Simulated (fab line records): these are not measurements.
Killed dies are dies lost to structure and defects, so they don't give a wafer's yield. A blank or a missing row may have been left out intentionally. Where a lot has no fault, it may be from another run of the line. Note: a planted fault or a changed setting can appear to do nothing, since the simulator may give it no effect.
fab line records || flow n5Finfet || part 2 of 2: steps 23 to 35 of 35
[record] {"lots": 5, "wafers": 15, "lastDay": 17}
route steps=1938 shown MOL_CONTACT_COAG@617 BEOL_M0_SAQP@632
lots that met no fault: from a run of the same line without faults
startH: hours from the record's first day to the start of the lot's first wafer shown || waitH: hours since the lot's step before || " identical to the entry in the row above || L1.1+2: a row that stands for several wafers || - value missing, or start not given || * or withheld: withheld || < > ~ a bound
route shown NAME@n: a module of which the file shows steps, and the number in the route of the first || usual: the fault-free wafers' mean and standard deviation || same: alike in all rows || chamber/n: place in a boat || sites: the reading at each site || _std_site: how widely they spread, as a standard deviation || _edge_site: the outer-site mean with the inner-site mean subtracted || radiusMm: how far each site lies from the wafer's centre || mask NAME#n: copy n || behind: the most recent tool/chamber to have shaped the wafer || hold: why the lot went on hold/how many hours it stayed there/how the hold came to an end || device: names the non-switching transistor (n, p or np) || end of line: the same wafers' tests at the end of the route || for a step that has no rows: nothing shown but its recipe || killed: the dies lost at the first sort to structure and to defects; this is not the yield of the wafer || map: a wafer's dies, marking killed ones x, the rest . and places with no die _
set.NAME: setting as actually run; set.NAME@STEP: the setting as run at that earlier step || model.NAME: the simulator's own value behind a step, which no gauge read
lots at selected steps of the route; one table per step, one row per wafer
services: a tool's chamber out of use, with start hour (startH, from the record's first day; less than 0 if before it), hours out, and reason
[[steps]]
[step N5_BEOL_M0_SAQP_HM_DEP_111]
[recipe] {"material": "SiO2", "targetThkA": 120, "tempC": 400, "precursor": "SiH4/N2O", "pressureTorr": 0.75, "rfW": 275, "timeS": 7.2}
[usual] {"heaterPowerW": "860/76", "showerheadPlenumPTorr": "8.14/0.087"}
{"lot.wafer": "L082.1", "tool": "pecvd-01", "chamber": 1, "startH": 155.60, "waitH": 0.0, "heaterPowerW": 923, "showerheadPlenumPTorr": 8.08}
{"lot.wafer": "L082.4", "tool": "pecvd-01", "chamber": 1, "startH": 155.60, "waitH": 0.0, "heaterPowerW": 916, "showerheadPlenumPTorr": 8.06}
{"lot.wafer": "L082.5", "tool": "pecvd-01", "chamber": 2, "startH": 155.60, "waitH": 0.0, "heaterPowerW": 763, "showerheadPlenumPTorr": 8.15}
{"lot.wafer": "L090.1", "tool": "pecvd-02", "chamber": 0, "startH": 203.17, "waitH": 0.0, "heaterPowerW": 877, "showerheadPlenumPTorr": 8.29}
{"lot.wafer": "L090.3", "tool": "pecvd-02", "chamber": 2, "startH": 203.17, "waitH": 0.0, "heaterPowerW": 958, "showerheadPlenumPTorr": 8.28}
{"lot.wafer": "L090.4", "tool": "pecvd-02", "chamber": 2, "startH": 203.17, "waitH": 0.0, "heaterPowerW": 940, "showerheadPlenumPTorr": 8.26}
{"lot.wafer": "L091.1", "tool": "pecvd-02", "chamber": 1, "startH": 211.73, "waitH": 0.0, "heaterPowerW": 797, "showerheadPlenumPTorr": 8.06}
{"lot.wafer": "L091.3", "tool": "pecvd-02", "chamber": 0, "startH": 211.73, "waitH": 0.0, "heaterPowerW": 862, "showerheadPlenumPTorr": 8.28}
{"lot.wafer": "L091.4", "tool": "pecvd-02", "chamber": 1, "startH": 211.73, "waitH": 0.0, "heaterPowerW": 779, "showerheadPlenumPTorr": 8.05}
{"lot.wafer": "L092.2", "tool": "pecvd-01", "chamber": 0, "startH": 219.14, "waitH": 0.0, "heaterPowerW": 948, "showerheadPlenumPTorr": 8.13}
{"lot.wafer": "L092.3", "tool": "pecvd-01", "chamber": 1, "startH": 219.14, "waitH": 0.0, "heaterPowerW": 906, "showerheadPlenumPTorr": 8.04}
{"lot.wafer": "L092.5", "tool": "pecvd-01", "chamber": 1, "startH": 219.14, "waitH": 0.0, "heaterPowerW": 920, "showerheadPlenumPTorr": 8.06}
{"lot.wafer": "L094.3", "tool": "pecvd-01", "chamber": 2, "startH": 235.62, "waitH": 0.0, "heaterPowerW": 883, "showerheadPlenumPTorr": 8.14}
{"lot.wafer": "L094.4", "tool": "pecvd-01", "chamber": 0, "startH": 235.62, "waitH": 0.0, "heaterPowerW": 868, "showerheadPlenumPTorr": 8.15}
{"lot.wafer": "L094.5", "tool": "pecvd-01", "chamber": 2, "startH": 235.62, "waitH": 0.0, "heaterPowerW": 892, "showerheadPlenumPTorr": 8.13}
[step N5_BEOL_M0_SAQP_COAT_81]
[recipe] {"resist": "SOC", "tempC": 250, "timeS": 60, "spinRpm": 1500, "resistThkNm": 100}
{"lot.wafer": "L082.1+4+5", "tool": "lithoTrack-05", "chamber": 0, "startH": 155.68, "waitH": 0.1}
{"lot.wafer": "L090.1+3+4", "tool": "lithoTrack-05", "chamber": 0, "startH": 203.25, "waitH": 0.1}
{"lot.wafer": "L091.1+3+4", "tool": "lithoTrack-05", "chamber": 0, "startH": 211.81, "waitH": 0.1}
{"lot.wafer": "L092.2+3+5", "tool": "lithoTrack-03", "chamber": 0, "startH": 219.21, "waitH": 0.1}
{"lot.wafer": "L094.3+4+5", "tool": "lithoTrack-03", "chamber": 0, "startH": 235.71, "waitH": 0.1}
[step N5_BEOL_M0_SAQP_COAT_82]
[recipe] {"resist": "SiARC", "tempC": 220, "timeS": 60, "spinRpm": 1500, "resistThkNm": 30}
{"lot.wafer": "L082.1+4+5", "tool": "lithoTrack-05", "chamber": 0, "startH": "-", "waitH": "-"}
{"lot.wafer": "L090.1+3+4", "tool": "lithoTrack-05", "chamber": 0, "startH": "-", "waitH": "-"}
{"lot.wafer": "L091.1+3+4", "tool": "lithoTrack-05", "chamber": 0, "startH": "-", "waitH": "-"}
{"lot.wafer": "L092.2+3+5", "tool": "lithoTrack-03", "chamber": 0, "startH": "-", "waitH": "-"}
{"lot.wafer": "L094.3+4+5", "tool": "lithoTrack-03", "chamber": 0, "startH": "-", "waitH": "-"}
[step N5_BEOL_M0_SAQP_COAT_08]
[recipe] {"resist": "CAR-ArF", "spinRpm": 1500, "resistThkNm": 90}
{"lot.wafer": "L082.1+4+5", "tool": "lithoTrack-05", "chamber": 0, "startH": "-", "waitH": "-"}
{"lot.wafer": "L090.1+3+4", "tool": "lithoTrack-05", "chamber": 0, "startH": "-", "waitH": "-"}
{"lot.wafer": "L091.1+3+4", "tool": "lithoTrack-05", "chamber": 0, "startH": "-", "waitH": "-"}
{"lot.wafer": "L092.2+3+5", "tool": "lithoTrack-03", "chamber": 0, "startH": "-", "waitH": "-"}
{"lot.wafer": "L094.3+4+5", "tool": "lithoTrack-03", "chamber": 0, "startH": "-", "waitH": "-"}
[step N5_BEOL_M0_SAQP_EBR_10]
[recipe] {"solvent": "PGMEA", "ebrWidthMm": 1.5}
[same] {"ebrWidthMm": 1.5}
{"lot.wafer": "L082.1+4+5", "tool": "lithoTrack-05", "chamber": 0, "startH": "-", "waitH": "-"}
{"lot.wafer": "L090.1+3+4", "tool": "lithoTrack-05", "chamber": 0, "startH": "-", "waitH": "-"}
{"lot.wafer": "L091.1+3+4", "tool": "lithoTrack-05", "chamber": 0, "startH": "-", "waitH": "-"}
{"lot.wafer": "L092.2+3+5", "tool": "lithoTrack-03", "chamber": 0, "startH": "-", "waitH": "-"}
{"lot.wafer": "L094.3+4+5", "tool": "lithoTrack-03", "chamber": 0, "startH": "-", "waitH": "-"}
[step N5_BEOL_M0_SAQP_SOFTBAKE_09]
[recipe] {"tempC": 110, "timeS": 60, "resist": "CAR-ArF"}
{"lot.wafer": "L082.1+4+5", "tool": "lithoTrack-05", "chamber": 0, "startH": "-", "waitH": "-"}
{"lot.wafer": "L090.1+3+4", "tool": "lithoTrack-05", "chamber": 0, "startH": "-", "waitH": "-"}
{"lot.wafer": "L091.1+3+4", "tool": "lithoTrack-05", "chamber": 0, "startH": "-", "waitH": "-"}
{"lot.wafer": "L092.2+3+5", "tool": "lithoTrack-03", "chamber": 0, "startH": "-", "waitH": "-"}
{"lot.wafer": "L094.3+4+5", "tool": "lithoTrack-03", "chamber": 0, "startH": "-", "waitH": "-"}
[step N5_BEOL_M0_SAQP_EXPOSE_11]
[recipe] {"maskId": "M0_CORE", "na": 1.35, "sourceShape": "dipole", "sigmaInner": 0.538, "sigmaOuter": 0.738, "polarization": "te", "targetCdNm": 42, "doseMj": 55}
{"lot.wafer": "L082.1+4+5", "tool": "arfiScanner-02", "chamber": 0, "startH": 155.79, "waitH": "-", "mask": "M0_CORE#0"}
{"lot.wafer": "L090.1+3+4", "tool": "arfiScanner-03", "chamber": 0, "startH": 203.49, "waitH": "-", "mask": "M0_CORE#0"}
{"lot.wafer": "L091.1+3+4", "tool": "arfiScanner-01", "chamber": 0, "startH": 212.05, "waitH": "-", "mask": "M0_CORE#0"}
{"lot.wafer": "L092.2+3+5", "tool": "arfiScanner-01", "chamber": 0, "startH": 219.34, "waitH": "-", "mask": "M0_CORE#0"}
{"lot.wafer": "L094.3+4+5", "tool": "arfiScanner-01", "chamber": 0, "startH": 235.84, "waitH": "-", "mask": "M0_CORE#0"}
[step N5_BEOL_M0_SAQP_PEB_12]
[recipe] {"pebTempC": "withheld", "pebTimeS": 60, "resist": "CAR-ArF"}
{"lot.wafer": "L082.1+4+5", "tool": "lithoTrack-03", "chamber": 0, "startH": 155.85, "waitH": 0.1}
{"lot.wafer": "L090.1+3+4", "tool": "lithoTrack-01", "chamber": 0, "startH": 203.55, "waitH": 0.1}
{"lot.wafer": "L091.1+3+4", "tool": "lithoTrack-05", "chamber": 0, "startH": 212.11, "waitH": 0.1}
{"lot.wafer": "L092.2+3+5", "tool": "lithoTrack-03", "chamber": 0, "startH": 219.39, "waitH": 0.0}
{"lot.wafer": "L094.3+4+5", "tool": "lithoTrack-03", "chamber": 0, "startH": 235.89, "waitH": 0.0}
[step N5_BEOL_M0_SAQP_DEVELOP_13]
[recipe] {"developTimeS": 30, "developer": "TMAH", "resist": "CAR-ArF", "devTempC": 23, "rinseLiquid": "diw", "dry": "airSpin"}
{"lot.wafer": "L082.1+4+5", "tool": "lithoTrack-03", "chamber": 0, "startH": "-", "waitH": "-"}
{"lot.wafer": "L090.1+3+4", "tool": "lithoTrack-01", "chamber": 0, "startH": "-", "waitH": "-"}
{"lot.wafer": "L091.1+3+4", "tool": "lithoTrack-05", "chamber": 0, "startH": "-", "waitH": "-"}
{"lot.wafer": "L092.2+3+5", "tool": "lithoTrack-03", "chamber": 0, "startH": "-", "waitH": "-"}
{"lot.wafer": "L094.3+4+5", "tool": "lithoTrack-03", "chamber": 0, "startH": "-", "waitH": "-"}
[step N5_BEOL_M0_SAQP_CD_MEAS_14]
[recipe] {"targetCdNm": 42.5, "landingEnergyEv": 500, "detector": "seInlens"}
[usual] {"cdNm": "42.6/0.32"}
[same] {"landingEnergyEv": 500}
{"lot.wafer": "L082.1", "tool": "cdSem-02", "chamber": 0, "startH": 155.92, "waitH": "-", "cdNm": 42.4}
{"lot.wafer": "L082.4", "tool": "cdSem-02", "chamber": 0, "startH": 155.92, "waitH": "-", "cdNm": 42.8}
{"lot.wafer": "L082.5", "tool": "cdSem-02", "chamber": 0, "startH": 155.92, "waitH": "-", "cdNm": 42.7}
{"lot.wafer": "L090.1", "tool": "cdSem-03", "chamber": 0, "startH": 203.62, "waitH": "-", "cdNm": 42.5}
{"lot.wafer": "L090.3", "tool": "cdSem-03", "chamber": 0, "startH": 203.62, "waitH": "-", "cdNm": 42.3}
{"lot.wafer": "L090.4", "tool": "cdSem-03", "chamber": 0, "startH": 203.62, "waitH": "-", "cdNm": 42.4}
{"lot.wafer": "L091.1", "tool": "cdSem-03", "chamber": 0, "startH": 212.18, "waitH": "-", "cdNm": 42.3}
{"lot.wafer": "L091.3", "tool": "cdSem-03", "chamber": 0, "startH": 212.18, "waitH": "-", "cdNm": 42.5}
{"lot.wafer": "L091.4", "tool": "cdSem-03", "chamber": 0, "startH": 212.18, "waitH": "-", "cdNm": 42.8}
{"lot.wafer": "L092.2", "tool": "cdSem-01", "chamber": 0, "startH": 219.46, "waitH": "-", "cdNm": 42.5}
{"lot.wafer": "L092.3", "tool": "cdSem-01", "chamber": 0, "startH": 219.46, "waitH": "-", "cdNm": 42.4}
{"lot.wafer": "L092.5", "tool": "cdSem-01", "chamber": 0, "startH": 219.46, "waitH": "-", "cdNm": 42.7}
{"lot.wafer": "L094.3", "tool": "cdSem-03", "chamber": 0, "startH": 235.95, "waitH": "-", "cdNm": 42.2}
{"lot.wafer": "L094.4", "tool": "cdSem-03", "chamber": 0, "startH": 235.95, "waitH": "-", "cdNm": 42.5}
{"lot.wafer": "L094.5", "tool": "cdSem-03", "chamber": 0, "startH": 235.95, "waitH": "-", "cdNm": 42.7}
[step N5_BEOL_M0_SAQP_OVL_MEAS_15]
[recipe] {"pointsPerWafer": 44}
[usual] {"M0_CORE_OVL": "-0.5/0.82"}
{"lot.wafer": "L082.1", "tool": "overlay-02", "chamber": 0, "startH": 155.95, "waitH": 0.0, "M0_CORE_OVL[nm]": 1.7}
{"lot.wafer": "L082.4", "tool": "overlay-02", "chamber": 0, "startH": 155.95, "waitH": 0.0, "M0_CORE_OVL[nm]": 0.4}
{"lot.wafer": "L082.5", "tool": "overlay-02", "chamber": 0, "startH": 155.95, "waitH": 0.0, "M0_CORE_OVL[nm]": 1.5}
{"lot.wafer": "L090.1", "tool": "overlay-01", "chamber": 0, "startH": 203.65, "waitH": 0.0, "M0_CORE_OVL[nm]": 1.1}
{"lot.wafer": "L090.3", "tool": "overlay-01", "chamber": 0, "startH": 203.65, "waitH": 0.0, "M0_CORE_OVL[nm]": -0.2}
{"lot.wafer": "L090.4", "tool": "overlay-01", "chamber": 0, "startH": 203.65, "waitH": 0.0, "M0_CORE_OVL[nm]": -1.0}
{"lot.wafer": "L091.1", "tool": "overlay-01", "chamber": 0, "startH": 212.21, "waitH": 0.0, "M0_CORE_OVL[nm]": -0.9}
{"lot.wafer": "L091.3", "tool": "overlay-01", "chamber": 0, "startH": 212.21, "waitH": 0.0, "M0_CORE_OVL[nm]": -0.7}
{"lot.wafer": "L091.4", "tool": "overlay-01", "chamber": 0, "startH": 212.21, "waitH": 0.0, "M0_CORE_OVL[nm]": -0.7}
{"lot.wafer": "L092.2", "tool": "overlay-01", "chamber": 0, "startH": 219.49, "waitH": 0.0, "M0_CORE_OVL[nm]": -1.3}
{"lot.wafer": "L092.3", "tool": "overlay-01", "chamber": 0, "startH": 219.49, "waitH": 0.0, "M0_CORE_OVL[nm]": -0.5}
{"lot.wafer": "L092.5", "tool": "overlay-01", "chamber": 0, "startH": 219.49, "waitH": 0.0, "M0_CORE_OVL[nm]": -0.1}
{"lot.wafer": "L094.3", "tool": "overlay-02", "chamber": 0, "startH": 235.98, "waitH": 0.0, "M0_CORE_OVL[nm]": -1.5}
{"lot.wafer": "L094.4", "tool": "overlay-02", "chamber": 0, "startH": 235.98, "waitH": 0.0, "M0_CORE_OVL[nm]": -0.7}
{"lot.wafer": "L094.5", "tool": "overlay-02", "chamber": 0, "startH": 235.98, "waitH": 0.0, "M0_CORE_OVL[nm]": -1.3}
[step N5_BEOL_M0_SAQP_INSPECT_16]
[recipe] {"mode": "adi", "inspectInstrument": "brightfield"}
[usual] {"rawDefectCount": "449/100"}
{"lot.wafer": "L082.1", "tool": "defectInspect-02", "chamber": "-", "startH": 155.98, "waitH": 0.0, "rawDefectCount": 567}
{"lot.wafer": "L082.4", "tool": "defectInspect-02", "chamber": "-", "startH": 155.98, "waitH": 0.0, "rawDefectCount": 611}
{"lot.wafer": "L082.5", "tool": "defectInspect-02", "chamber": "-", "startH": 155.98, "waitH": 0.0, "rawDefectCount": 426}
{"lot.wafer": "L090.1", "tool": "defectInspect-02", "chamber": "-", "startH": 203.67, "waitH": 0.0, "rawDefectCount": 395}
{"lot.wafer": "L090.3", "tool": "defectInspect-02", "chamber": "-", "startH": 203.67, "waitH": 0.0, "rawDefectCount": 284}
{"lot.wafer": "L090.4", "tool": "defectInspect-02", "chamber": "-", "startH": 203.67, "waitH": 0.0, "rawDefectCount": 528}
{"lot.wafer": "L091.1", "tool": "defectInspect-01", "chamber": "-", "startH": 212.23, "waitH": 0.0, "rawDefectCount": 503}
{"lot.wafer": "L091.3", "tool": "defectInspect-01", "chamber": "-", "startH": 212.23, "waitH": 0.0, "rawDefectCount": 529}
{"lot.wafer": "L091.4", "tool": "defectInspect-01", "chamber": "-", "startH": 212.23, "waitH": 0.0, "rawDefectCount": 517}
{"lot.wafer": "L092.2", "tool": "defectInspect-01", "chamber": "-", "startH": 219.51, "waitH": 0.0, "rawDefectCount": 492}
{"lot.wafer": "L092.3", "tool": "defectInspect-01", "chamber": "-", "startH": 219.51, "waitH": 0.0, "rawDefectCount": 455}
{"lot.wafer": "L092.5", "tool": "defectInspect-01", "chamber": "-", "startH": 219.51, "waitH": 0.0, "rawDefectCount": 504}
{"lot.wafer": "L094.3", "tool": "defectInspect-02", "chamber": "-", "startH": 236.01, "waitH": 0.0, "rawDefectCount": 583}
{"lot.wafer": "L094.4", "tool": "defectInspect-02", "chamber": "-", "startH": 236.01, "waitH": 0.0, "rawDefectCount": 564}
{"lot.wafer": "L094.5", "tool": "defectInspect-02", "chamber": "-", "startH": 236.01, "waitH": 0.0, "rawDefectCount": 562}
[step N5_BEOL_M0_SAQP_DESCUM_19]
[recipe] {"chemistry": "O2", "timeS": 7.9, "sourcePowerW": 50, "biasPowerW": 20, "pressureMtorr": 20, "rfFrequencyHz": 2.712e+07, "tempC": 40, "resist": "CAR-ArF", "o2FlowSccm": 225}
[usual] {"drypumpMotorCurrentA": "5.7/0.38", "oesProductAu": "0.81/0.074", "rfVppV": "243.3/1.1", "showerheadPlenumPTorr": "2.10/0.044", "throttleValvePct": "20.39/0.27"}
{"lot.wafer": "L082.1", "tool": "rieDiel-01", "chamber": 1, "startH": 156.01, "waitH": 0.0, "drypumpMotorCurrentA": 5.8, "oesProductAu": 0.86, "rfHoursCounterH": 69, "rfVppV": 243.3, "showerheadPlenumPTorr": 2.13, "throttleValvePct": 20.39}
{"lot.wafer": "L082.4", "tool": "rieDiel-01", "chamber": 2, "startH": 156.01, "waitH": 0.0, "drypumpMotorCurrentA": 5.7, "oesProductAu": 0.86, "rfHoursCounterH": 47, "rfVppV": 242.6, "showerheadPlenumPTorr": 2.05, "throttleValvePct": 20.11}
{"lot.wafer": "L082.5", "tool": "rieDiel-01", "chamber": 3, "startH": 156.01, "waitH": 0.0, "drypumpMotorCurrentA": 5.2, "oesProductAu": 0.69, "rfHoursCounterH": "-", "rfVppV": 242.9, "showerheadPlenumPTorr": 2.14, "throttleValvePct": 20.44}
{"lot.wafer": "L090.1", "tool": "rieDiel-03", "chamber": 1, "startH": 203.70, "waitH": 0.0, "drypumpMotorCurrentA": 6.2, "oesProductAu": 0.74, "rfHoursCounterH": 160, "rfVppV": 245.3, "showerheadPlenumPTorr": 2.18, "throttleValvePct": 20.41}
{"lot.wafer": "L090.3", "tool": "rieDiel-03", "chamber": 0, "startH": 203.70, "waitH": 0.0, "drypumpMotorCurrentA": 6.2, "oesProductAu": 0.78, "rfHoursCounterH": 130, "rfVppV": 241.3, "showerheadPlenumPTorr": 2.01, "throttleValvePct": 20.13}
{"lot.wafer": "L090.4", "tool": "rieDiel-03", "chamber": 3, "startH": 203.70, "waitH": 0.0, "drypumpMotorCurrentA": 6.2, "oesProductAu": 0.89, "rfHoursCounterH": 42, "rfVppV": 244.1, "showerheadPlenumPTorr": 2.14, "throttleValvePct": 20.32}
{"lot.wafer": "L091.1", "tool": "rieDiel-01", "chamber": 1, "startH": 212.26, "waitH": 0.0, "drypumpMotorCurrentA": 5.7, "oesProductAu": 0.84, "rfHoursCounterH": 87, "rfVppV": 244.3, "showerheadPlenumPTorr": 2.12, "throttleValvePct": 20.40}
{"lot.wafer": "L091.3", "tool": "rieDiel-01", "chamber": 2, "startH": 212.26, "waitH": 0.0, "drypumpMotorCurrentA": 5.7, "oesProductAu": 0.85, "rfHoursCounterH": 65, "rfVppV": 243.1, "showerheadPlenumPTorr": 2.04, "throttleValvePct": 20.15}
{"lot.wafer": "L091.4", "tool": "rieDiel-01", "chamber": 3, "startH": 212.26, "waitH": 0.0, "drypumpMotorCurrentA": 5.1, "oesProductAu": 0.98, "rfHoursCounterH": 7, "rfVppV": 244.2, "showerheadPlenumPTorr": 2.14, "throttleValvePct": 20.07}
{"lot.wafer": "L092.2", "tool": "rieDiel-01", "chamber": 1, "startH": 219.54, "waitH": 0.0, "drypumpMotorCurrentA": 5.7, "oesProductAu": 0.84, "rfHoursCounterH": 89, "rfVppV": 242.6, "showerheadPlenumPTorr": 2.12, "throttleValvePct": 20.42}
{"lot.wafer": "L092.3", "tool": "rieDiel-01", "chamber": 0, "startH": 219.54, "waitH": 0.0, "drypumpMotorCurrentA": 5.6, "oesProductAu": 0.76, "rfHoursCounterH": 148, "rfVppV": 244.3, "showerheadPlenumPTorr": 2.10, "throttleValvePct": 20.45}
{"lot.wafer": "L092.5", "tool": "rieDiel-01", "chamber": 1, "startH": 219.54, "waitH": 0.0, "drypumpMotorCurrentA": 5.7, "oesProductAu": 0.83, "rfHoursCounterH": "-", "rfVppV": 243.5, "showerheadPlenumPTorr": 2.12, "throttleValvePct": 20.42}
{"lot.wafer": "L094.3", "tool": "rieDiel-01", "chamber": 0, "startH": 236.06, "waitH": 0.1, "drypumpMotorCurrentA": 5.6, "oesProductAu": 0.75, "rfHoursCounterH": 153, "rfVppV": 244.0, "showerheadPlenumPTorr": 2.10, "throttleValvePct": 20.45}
{"lot.wafer": "L094.4", "tool": "rieDiel-01", "chamber": 2, "startH": 236.06, "waitH": 0.1, "drypumpMotorCurrentA": 5.7, "oesProductAu": 0.83, "rfHoursCounterH": 71, "rfVppV": 242.5, "showerheadPlenumPTorr": 2.04, "throttleValvePct": 20.14}
{"lot.wafer": "L094.5", "tool": "rieDiel-01", "chamber": 1, "startH": 236.06, "waitH": 0.1, "drypumpMotorCurrentA": 5.8, "oesProductAu": 0.83, "rfHoursCounterH": "-", "rfVppV": 244.9, "showerheadPlenumPTorr": 2.12, "throttleValvePct": 20.40}
[[services]]
{"tool": "cmp-01", "chamber": "-", "startH": 129.65, "hours": 4.0, "kind": "pm"}
{"tool": "pecvd-01", "chamber": "-", "startH": 130.28, "hours": 0.3, "kind": "repair"}
{"tool": "cmp-01", "chamber": "-", "startH": 137.34, "hours": 3.7, "kind": "repair"}
{"tool": "plasmaAsher-01", "chamber": "-", "startH": 142.48, "hours": 15.6, "kind": "pm"}
{"tool": "cvdW-01", "chamber": "-", "startH": 145.58, "hours": 6.9, "kind": "pm"}
{"tool": "arfiScanner-01", "chamber": "-", "startH": 149.09, "hours": 1.0, "kind": "pm"}
{"tool": "rieDiel-06", "chamber": "-", "startH": 153.59, "hours": 1.2, "kind": "repair"}
{"tool": "arfiScanner-01", "chamber": "-", "startH": 156.04, "hours": 3.9, "kind": "pm"}
{"tool": "arfiScanner-01", "chamber": "-", "startH": 160.05, "hours": 1.3, "kind": "pm"}
{"tool": "pvdSputter-01", "chamber": "-", "startH": 164.86, "hours": 1.5, "kind": "repair"}
{"tool": "cmp-01", "chamber": "-", "startH": 167.41, "hours": 5.2, "kind": "pm"}
{"tool": "plasmaAsher-02", "chamber": "-", "startH": 169.97, "hours": 4.1, "kind": "repair"}
{"tool": "cvdW-01", "chamber": "-", "startH": 172.54, "hours": 1.7, "kind": "repair"}
{"tool": "cmp-01", "chamber": "-", "startH": 173.97, "hours": 1.1, "kind": "repair"}
{"tool": "rieDiel-06", "chamber": 1, "startH": 175.24, "hours": 16.7, "kind": "repair"}
{"tool": "rieDiel-02", "chamber": 3, "startH": 196.56, "hours": 2.4, "kind": "repair"}
{"tool": "arfiScanner-01", "chamber": "-", "startH": 200.56, "hours": 0.4, "kind": "repair"}
{"tool": "cmp-03", "chamber": "-", "startH": 210.09, "hours": 40.3, "kind": "repair"}
{"tool": "rieDiel-02", "chamber": "-", "startH": 217.41, "hours": 0.9, "kind": "repair"}
{"tool": "rieDiel-02", "chamber": "-", "startH": 221.67, "hours": 28.1, "kind": "pm"}
{"tool": "plasmaAsher-01", "chamber": "-", "startH": 223.51, "hours": 2.8, "kind": "pm"}
{"tool": "cvdW-01", "chamber": "-", "startH": 225.31, "hours": 2.0, "kind": "repair"}
{"tool": "cvdW-02", "chamber": "-", "startH": 232.37, "hours": 2.8, "kind": "pm"}
{"tool": "rieDiel-01", "chamber": "-", "startH": 232.90, "hours": 2.8, "kind": "pm"}
